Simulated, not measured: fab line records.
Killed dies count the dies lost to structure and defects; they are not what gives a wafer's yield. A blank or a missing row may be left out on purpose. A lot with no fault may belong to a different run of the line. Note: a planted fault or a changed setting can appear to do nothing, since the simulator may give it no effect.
Matching of chambers | flow nand_harc | NHARC_A_CHANNEL_FILL_D2_ETCHBACK_20 on rie_diel-01: 4 sister chambers
The step etches the open film in C4F8/O2/Ar, target depth 27 nm, time 13.5 s. 20 wafers are shown with their chamber, then 10 later ones without.

== EACH WAFER AND ITS CHAMBER ==
wafer  | chamber | rf_vpp_V (V) | oes_product_au (a.u.)
L077.1 | 3       | 980          | 0.979
L077.2 | 2       | 970          | 0.993
L077.5 | 0       | 972          | 0.921
L081.2 | 1       | 973          | 0.994
L081.4 | 3       | 979          | 1.001
L081.5 | 2       | 971          | 1.004
L083.1 | 1       | 973          | 0.986
L083.4 | 2       | 971          | 0.999
L083.6 | 3       | 980          | 0.999
L086.3 | 2       | 969          | 0.998
L086.4 | 1       | 973          | 0.996
L086.6 | 0       | 970          | 1.001
L088.1 | 0       | 969          | 0.997
L088.4 | 1       | 972          | 0.991
L088.5 | 1       | 974          | 0.997
L090.1 | 0       | 971          | 1.002
L090.3 | 2       | 969          | 1.005
L090.4 | 1       | 974          | 0.997
L091.1 | 0       | 972          | 1.006
L091.3 | 1       | 973          | 0.993

SIGNATURES (averages over the wafers above)
reading        | chamber 0 | chamber 1 | chamber 2 | chamber 3 | scatter within a chamber
rf_vpp_V       | 970.80    | 973.14    | 970.00    | 979.67    | 0.946
oes_product_au | 0.98540   | 0.99343   | 0.99980   | 0.99300   | 0.0189
Rule: distance of a wafer from a chamber = root of the sum over the readings of ((wafer's reading minus chamber's mean) / reading's scatter) squared. If the next closest chamber is less than 2 further off than the closest, the wafer can't be placed; otherwise it belongs to the closest. The scatter: take each reading less its chamber's mean, square it, sum over the shown wafers, divide by the number of wafers less the number of chambers, and take the root.

== WAFERS WITH NO CHAMBER GIVEN ==
wafer  | rf_vpp_V (V) | oes_product_au (a.u.)
L091.4 | 980          | 1.008
L091.2 | 969          | 1.006
L091.5 | 969          | 1.008
L091.6 | 974          | 1.005
L095.1 | 979          | 0.992
L095.4 | 971          | 0.997
L095.5 | 971          | 0.991
L097.1 | 971          | 1.002
L097.3 | 971          | 1.009
L097.4 | 974          | 0.994

== CHAMBER TAKEN BY EACH ==
wafer  | from the rows above          | in truth
L091.4 | 3                            | 3
L091.2 | can't be placed: 2 or 0      | 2
L091.5 | can't be placed: 2 or 0      | 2
L091.6 | 1                            | 1
L095.1 | 3                            | 3
L095.4 | can't be placed: 0 or 2 or 1 | 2
L095.5 | can't be placed: 0 or 2 or 1 | 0
L097.1 | can't be placed: 0 or 2 or 1 | 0
L097.3 | can't be placed: 2 or 0 or 1 | 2
L097.4 | 1                            | 1
Correctly placed: 4 of 10. Not placeable from these rows: 6 (in 6, the candidates include the true chamber). Wrongly placed: 0.
